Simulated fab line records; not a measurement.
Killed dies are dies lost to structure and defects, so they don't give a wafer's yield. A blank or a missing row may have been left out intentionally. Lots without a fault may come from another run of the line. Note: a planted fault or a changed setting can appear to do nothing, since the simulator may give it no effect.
Matching of chambers -- flow nand harc -- NHARC_A_STAIRCASE_ALD_415 on ald hk-04: 4 sister chambers
The step deposits SiO2, target thk 30 nm, pulse time 6 s, ald cycles 300. 4 wafers are shown with their chamber, then 9 later ones without.

== WAFERS WITH THEIR CHAMBER ==
wafer,chamber,heater power w (W)
L082.6,2,460
L084.2,0,492
L084.4,3,529
L084.6,1,423

== WAFERS WHOSE CHAMBER IS MISSING ==
wafer,heater power w (W)
L088.2,472
L088.3,489
L088.6,496
L090.2,479
L090.3,529
L090.6,471
L091.1,424
L091.3,465
L091.4,508

== EACH ONE'S CHAMBER ==
wafer,from the rows above,in truth
L088.2,can't be placed: 2 or 0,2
L088.3,0,0
L088.6,0,0
L090.2,can't be placed: 0 or 2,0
L090.3,3,3
L090.6,can't be placed: 2 or 0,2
L091.1,1,1
L091.3,2,2
L091.4,can't be placed: 0 or 3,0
Correct placement for 5 of the 9. Cannot be placed on the basis of these rows: 4; the candidates contain the true chamber in 4. Placed wrongly: 0.
How it was worked out, from the rows above alone: a wafer's distance from a chamber is the root of the sum, over the readings, of the square of ((its reading less the chamber's mean) divided by the reading's scatter). If the next closest chamber is less than 2 further off than the closest, the wafer can't be placed; otherwise it belongs to the closest. A chamber's mean is the mean of its shown wafers. The scatter: with one shown wafer a chamber, the root of the mean of the squares of how far each hidden wafer lies from its nearest shown one.
